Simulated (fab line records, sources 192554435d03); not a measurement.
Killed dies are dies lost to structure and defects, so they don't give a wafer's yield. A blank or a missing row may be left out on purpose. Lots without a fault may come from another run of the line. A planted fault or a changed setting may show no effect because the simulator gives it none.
A struck lot beside a sound one | flow n5_finfet | 15 steps out of a route of 1938
Sound: wafers L935.3, L935.4, L935.6. Struck: wafers L945.3, L945.5, L945.6. The cause comes at the end.
At each step with rows: each side's tool, then ch and its chambers, then its first start. Under that, the readings that differ: sound wafers | struck wafers | difference of the means | sigmas: that difference in standard deviations of wafers without a fault.
alike: readings whose means differ by less than 2 such deviations, and words and numbers that are the same on both sides. not compared: withheld readings, readings that some wafer has no value for, bounds like >300 that may hide the same value, and numbers for which the record gives no deviation and whose values overlap.
The two part at a step that has a row with sigmas, a row that says differs or no value, or rows on one side only. Numbers that don't overlap but have no deviation are shown without sigmas and don't part them. A reading that every wafer of one side lacks parts them only if that side has two wafers or more.

first, 3 steps without rows for these wafers: N5_BEOL_M12_STRIP_69 (strips in N2/H2); N5_BEOL_M12_TRENCH_ETCH_34 (etches SiOC in C4F8/O2/Ar, target depth 318.95 nm, time 125.5 s); N5_BEOL_M12_STRIP_70 (strips in C4F8/O2/Ar).
N5_BEOL_M12_OCD_MEAS_35:
  sound on ocd-02, day 11 07:26; struck on ocd-01, day 14 00:38
  alike: trench_depth_nm
N5_BEOL_M12_STRIP_37: strips in N2/H2.
  sound on plasma_asher-01 ch 0,1, day 11 07:29; struck on plasma_asher-02 ch 0,1, day 14 00:42
  alike: drypump_motor_current_A, heater_power_w, oes_product_au
  not compared: rf_hours_counter_h
N5_BEOL_M12_ETCH_38: etches SiCN in CF4/N2, target depth 68.7 nm, time 73.4 s.
  sound on rie_diel-02 ch 0,2,3, day 11 07:33; struck on rie_diel-03 ch 0,2,3, day 14 01:40
  alike: drypump_motor_current_A, oes_product_au, rf_fwd_power_W, rf_vpp_V, showerhead_plenum_p_Torr, throttle_valve_pct
  not compared: rf_hours_counter_h
then, 2 steps without rows for these wafers: N5_BEOL_M12_PRECLEAN_39 (cleans in residue remover, time 60 s); N5_BEOL_M12_SRD_40 (time 30 s, dry time 30 s).
N5_BEOL_M12_DEGAS_41: time 60 s.
  sound on pvd_sputter-03, day 11 07:44; struck on pvd_sputter-03, day 14 01:58
  alike: heater_power_w
N5_BEOL_M12_PRE_CLEAN_42: time 30 s.
  sound on pvd_sputter-03, day 11 07:47; struck on pvd_sputter-03, day 14 02:01
  alike: heater_power_w
then, 1 step without rows for these wafers: N5_BEOL_M12_SPUTTER_43 (material TaN, target thk 15 nm, time 24.19 s).
N5_BEOL_M12_SPUTTER_44: material Ta, target thk 10 nm, time 16.13 s.
  sound on pvd_sputter-03, day 11 07:54; struck on pvd_sputter-03, day 14 02:08
  alike: cathode_dc_power_W, throttle_valve_pct
N5_BEOL_M12_SPUTTER_45: material Cu, target thk 80 nm, time 13.33 s.
  sound on pvd_sputter-03, day 11 07:59; struck on pvd_sputter-03, day 14 02:13
  reading                | sound             | struck            | difference | sigmas
  cathode_dc_power_W (W) | 26002 25998 26003 | 27904 27897 27891 | +1896      | +99 or more
  alike: throttle_valve_pct
then, 1 step without rows for these wafers: N5_BEOL_M12_ECD_47 (material Cu, target thk 720 nm).
N5_PASSIVATION_PROBE_49:
  the record has rows for the sound wafers here (prober-02, day 12 17:49) and none for the struck ones

WHERE THEY PART
First at N5_BEOL_M12_SPUTTER_45; last, within this record, at N5_PASSIVATION_PROBE_49.

WHY: what the simulator had put in
Process parameter drift: pvd_sputter-03, from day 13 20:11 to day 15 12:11, at N5_BEOL_M12_SPUTTER_45. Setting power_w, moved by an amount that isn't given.
